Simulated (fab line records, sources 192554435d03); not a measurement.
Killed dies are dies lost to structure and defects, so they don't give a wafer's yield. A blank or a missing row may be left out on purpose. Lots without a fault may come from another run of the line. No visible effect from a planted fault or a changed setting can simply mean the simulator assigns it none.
fab line records | flow n5Finfet | part 2 of 2: steps 5 to 6 of 6
record: lots: 16 wafers: 48 lastDay: 18
route steps=1938 shown BEOL_M4@1111 BEOL_M5@1132 BEOL_M6@1198
lots that met no fault: taken from a fault-free run of the same line
startH: the number of hours between the record's first day and the start of the first shown wafer of the lot | waitH: hours from the lot's prior step to this one | " identical to the entry in the row above | L1.1+2: a row that stands for several wafers | - no value, or no start given | * or withheld: withheld | < > ~ a bound
route shown NAME@n: a module of which the file shows steps, and the number in the route of the first | usual: mean/standard deviation of fault-free wafers | same: alike in all rows | chamber/n: place in a boat | sites: per-site readings | _std_site: standard deviation of those values | _edge_site: mean of outer sites minus mean of inner sites | radiusMm: how far each site lies from the wafer's centre | mask NAME#n: copy n | behind: the tool/chamber that last shaped the wafer | hold: what put the lot on hold/how long, in hours/how the hold closed | device: which transistor (n, p or np) failed to switch | end of line: tests run on the same wafers once the route is complete | for a step that has no rows: nothing shown but its recipe | killed: dies that structure and defects cost at the first sort, which is not the same as the wafer's yield | map: per-die view of a wafer (x killed, . not killed, _ where there is no die)
set.NAME: the run value of the setting; set.NAME@STEP: its run value at that earlier step | model.NAME: the simulator's own value behind a step, which no gauge read
steps of the route over a sample of lots; a table a step, a row a wafer
services: a tool's chamber out of use, with start hour (startH, from the record's first day; less than 0 if before it), hours out, and reason
== steps ==
step: N5_BEOL_M6_HM_DEP_02
recipe: material: TiN targetThkA: 200 tempC: 25 chamberPressurePa: 0.49996
usual: chamberPressurePa: 0.5001/0.00095 susceptorTempC: 25.01/0.1 throttleValvePct: 30.0/1.3
columns lot.wafer tool chamber startH waitH chamberPressurePa susceptorTempC throttleValvePct
L074.3 pvdSputter-01 - 216.83 2.9 0.5017 24.98 28.7
L074.4 " - " " 0.5010 25.04 30.8
L074.5 " - " " 0.5014 25.09 30.6
L076.1 pvdSputter-01 - 220.94 1.9 0.4997 24.97 29.6
L076.2 " - " " 0.4996 24.86 29.2
L076.5 " - " " 0.4995 25.10 31.2
L077.1 pvdSputter-03 - 229.96 2.7 0.4985 24.98 30.2
L077.3 " - " " 0.5003 24.77 27.7
L077.6 " - " " 0.4994 25.05 30.1
L081.1 pvdSputter-03 - 230.16 1.0 0.4999 25.02 30.2
L081.3 " - " " 0.5006 24.89 29.2
L081.6 " - " " 0.4999 24.95 30.2
L082.1 pvdSputter-02 - 232.79 1.3 0.4988 24.86 30.6
L082.4 " - " " 0.4992 24.86 29.6
L082.5 " - " " 0.5003 24.76 30.1
L080.1 pvdSputter-02 - 236.23 0.8 0.5008 25.19 29.9
L080.4 " - " " 0.4995 25.17 29.4
L080.5 " - " " 0.5004 25.18 29.8
L078.1 pvdSputter-03 - 259.59 0.9 0.5017 24.92 30.2
L078.4 " - " " 0.4998 25.03 29.4
L078.5 " - " " 0.5004 24.93 29.4
L084.2 pvdSputter-03 - 264.63 1.1 0.5000 25.03 29.9
L084.5 " - " " 0.4999 24.91 29.5
L084.6 " - " " 0.4987 25.12 27.4
L086.2 pvdSputter-02 - 270.84 1.6 0.4993 25.03 30.9
L086.3 " - " " 0.5002 24.86 29.6
L086.6 " - " " 0.5024 25.13 30.7
L087.3 pvdSputter-02 - 292.19 1.8 0.5010 25.18 29.4
L087.4 " - " " 0.4997 24.94 30.2
L087.5 " - " " 0.4988 25.01 31.4
L088.1 pvdSputter-02 - 292.29 1.4 0.4998 25.00 31.2
L088.2 " - " " 0.5010 24.88 30.6
L088.3 " - " " 0.4994 25.06 29.9
L090.1 pvdSputter-02 - 299.27 2.2 0.5015 24.95 29.5
L090.2 " - " " 0.4986 25.07 30.8
L090.6 " - " " 0.4997 25.10 29.5
L091.1 pvdSputter-01 - 312.49 0.7 0.5004 24.84 31.1
L091.4 " - " " 0.4986 24.97 30.8
L091.5 " - " " 0.4993 25.06 29.4
L092.2 pvdSputter-02 - 315.75 1.6 0.5006 24.98 30.1
L092.4 " - " " 0.5006 25.15 31.2
L092.6 " - " " 0.5004 25.16 29.9
L094.1 pvdSputter-03 - 319.72 0.7 0.4992 25.08 30.1
L094.2 " - " " 0.4993 25.15 29.2
L094.4 " - " " 0.5010 25.12 33.9
L096.1 pvdSputter-03 - 339.38 2.0 0.4994 24.96 29.3
L096.3 " - " " 0.5008 24.96 29.9
L096.5 " - " " 0.5016 25.01 30.1
step: N5_BEOL_M6_ETCH_61
recipe: chemistry: CF4 target: SiARC targetDepthA: 455 maskMaterial: CAR-ArF timeS: 75.8 ionEnergyEv: 80 pressureMtorr: 40 sourceW: 545 biasW: 36 Ar_flow_sccm: 100 cf4FlowSccm: 100 ends: cleared
usual: biasW: 36.01/0.11 cf4FlowSccm: 100.0/0.3 drypumpMotorCurrentA: 5.7/0.46 etchRfOnTimeS: 75.4/1.8 oesProductAu: 0.70/0.074 rfVppV: 183.7/1 showerheadPlenumPTorr: 2.11/0.053 throttleValvePct: 15.56/0.24
columns lot.wafer tool chamber startH waitH biasW cf4FlowSccm drypumpMotorCurrentA etchRfOnTimeS oesProductAu rfHoursCounterH rfVppV showerheadPlenumPTorr throttleValvePct
L074.3 rieDiel-06 2 217.32 0.0 35.91 100.2 4.9 73.7 0.77 52 184.9 2.16 15.64
L074.4 " 0 " " 35.86 100.5 5.7 74.9 0.66 - 183.1 2.07 15.37
L074.5 " 3 " " 36.10 100.0 6.0 77.0 0.57 - 182.9 2.11 16.00
L076.1 rieDiel-06 0 221.63 0.0 35.90 100.2 5.7 74.7 0.66 129 183.7 2.07 15.37
L076.2 " 2 " " 36.12 100.0 4.9 73.9 0.76 53 183.7 2.16 15.64
L076.5 " 0 " " 35.93 100.0 5.8 74.9 0.67 - 182.8 2.07 15.37
L077.1 rieDiel-06 1 230.72 0.0 36.02 100.0 5.7 72.9 0.59 229 183.1 2.12 15.87
L077.3 " 0 " " 36.18 100.4 5.8 75.1 0.66 133 183.0 2.07 15.38
L077.6 " 0 " " 36.05 100.2 5.8 74.8 0.66 - 182.5 2.07 15.39
L081.1 rieDiel-01 0 230.78 0.0 36.19 99.6 4.8 73.7 0.59 248 183.6 2.13 16.16
L081.3 " 2 " " 35.99 100.5 5.8 79.1 0.73 44 183.1 2.09 15.59
L081.6 " 3 " " 36.04 99.9 6.1 75.5 0.69 - 183.9 2.07 15.18
L082.1 rieDiel-01 3 233.28 0.0 36.28 100.9 6.1 74.3 0.70 93 184.5 2.07 15.19
L082.4 " 1 " " 35.79 100.6 6.3 75.6 0.78 15 184.2 2.09 15.32
L082.5 " 1 " " 35.99 99.9 6.3 75.1 0.79 - 184.8 2.09 15.33
L080.1 rieDiel-01 1 236.91 0.0 36.14 99.9 6.3 76.9 0.78 16 183.3 2.09 15.35
L080.4 " 2 " " 36.14 99.8 5.8 79.7 0.73 46 182.4 2.09 15.60
L080.5 " 1 " " 36.14 100.2 6.3 76.5 0.78 - 182.4 2.09 15.32
L078.1 rieDiel-03 3 260.14 0.0 35.95 99.8 5.8 75.4 0.65 124 183.9 2.14 15.72
L078.4 " 0 " " 36.02 99.8 5.2 75.2 0.60 214 183.5 2.03 15.62
L078.5 " 0 " " 35.93 99.7 5.2 75.5 0.60 - 182.3 2.03 15.60
L084.2 rieDiel-01 3 265.15 0.0 35.98 100.3 6.1 75.3 0.68 105 183.3 2.07 15.21
L084.5 " 2 " " 36.16 99.6 5.8 79.3 0.71 - 182.2 2.09 15.61
L084.6 " 1 " " 35.98 100.1 6.3 76.0 0.76 - 181.6 2.09 15.36
L086.2 rieDiel-06 3 271.34 0.0 35.81 100.2 6.0 73.5 0.83 4 183.3 2.11 15.51
L086.3 " 0 " " 35.92 99.6 5.8 74.3 0.65 149 183.0 2.06 15.43
L086.6 " 1 " " 36.10 100.1 5.7 73.4 0.58 - 182.8 2.11 15.92
L087.3 rieDiel-06 2 292.69 0.0 36.14 99.8 4.9 74.4 0.73 83 183.9 2.15 15.71
L087.4 " 3 " " 36.17 99.8 6.0 74.2 0.80 - 184.5 2.10 15.53
L087.5 " 0 " " 36.08 99.3 5.7 74.7 0.65 - 183.7 2.06 15.44
L088.1 rieDiel-01 2 293.12 0.0 35.95 100.3 5.8 80.4 0.69 69 183.5 2.09 15.63
L088.2 " 3 " " 36.06 100.2 6.1 75.2 0.68 116 182.9 2.07 15.26
L088.3 " 0 " " 36.05 100.4 4.9 73.2 0.80 12 183.4 2.12 15.71
L090.1 rieDiel-01 0 299.77 0.0 36.17 99.9 4.8 72.1 0.79 14 182.8 2.12 15.72
L090.2 " 2 " " 35.96 99.9 5.8 78.7 0.69 71 185.0 2.08 15.63
L090.6 " 2 " " 36.08 99.6 5.8 79.8 0.70 - 183.9 2.09 15.63
L091.1 rieDiel-06 3 313.14 0.0 35.84 100.4 6.0 74.6 0.78 20 182.8 2.10 15.55
L091.4 " 0 " " 35.91 99.9 5.8 75.1 0.64 166 183.9 2.06 15.46
L091.5 " 1 " " 36.17 100.1 5.8 73.0 0.81 - 185.3 2.11 15.47
L092.2 rieDiel-01 2 316.52 0.0 35.87 99.3 5.8 78.1 0.69 76 183.9 2.08 15.65
L092.4 " 0 " " 36.17 99.7 4.8 72.4 0.78 19 183.6 2.12 15.73
L092.6 " 3 " " 36.01 100.0 6.1 73.9 0.67 - 183.5 2.06 15.25
L094.1 rieDiel-06 1 320.34 0.0 35.92 100.5 5.8 74.3 0.79 11 183.1 2.11 15.45
L094.2 " 3 " " 35.99 99.6 6.0 74.2 0.77 24 183.5 2.10 15.53
L094.4 " 2 " " 36.05 99.2 4.9 74.5 0.71 95 184.7 2.14 15.73
L096.1 rieDiel-06 3 339.96 0.0 36.05 100.3 6.0 74.1 0.76 32 183.4 2.10 15.56
L096.3 " 2 " " 36.15 100.1 4.9 74.2 0.71 103 183.3 2.14 15.75
L096.5 " 0 " " 36.03 100.1 5.7 75.0 0.63 - 183.3 2.05 15.48
== services ==
columns tool chamber startH hours kind
rieDiel-02 3 186.90 - clean
rieDiel-02 3 186.90 - consumableReplace:focusRing
rieDiel-02 3 186.90 19.3 scheduledDown
rieDiel-02 1 189.70 2.6 repair
rieDiel-04 2 193.49 - clean
rieDiel-04 2 193.49 - consumableReplace:focusRing
rieDiel-04 2 193.49 13.0 scheduledDown
rieDiel-04 2 193.49 13.0 ventCycle
rieDiel-03 2 201.74 28.7 repair
pvdSputter-02 - 207.13 4.6 repair
rieDiel-04 0 207.73 1.7 repair
rieDiel-06 1 214.36 13.2 repair
rieDiel-03 - 219.88 28.1 pm
pvdSputter-03 - 239.40 1.2 repair
rieDiel-04 2 240.24 10.5 repair
rieDiel-02 - 257.01 2.8 pm
rieDiel-02 3 261.30 17.6 repair
rieDiel-04 3 301.26 - clean
rieDiel-04 3 301.26 - consumableReplace:focusRing
rieDiel-04 3 301.26 - consumableReplace:showerhead
rieDiel-01 2 306.55 1.8 repair
rieDiel-02 1 307.24 11.4 repair
rieDiel-01 - 317.64 2.8 pm
rieDiel-05 - 330.98 14.6 pm
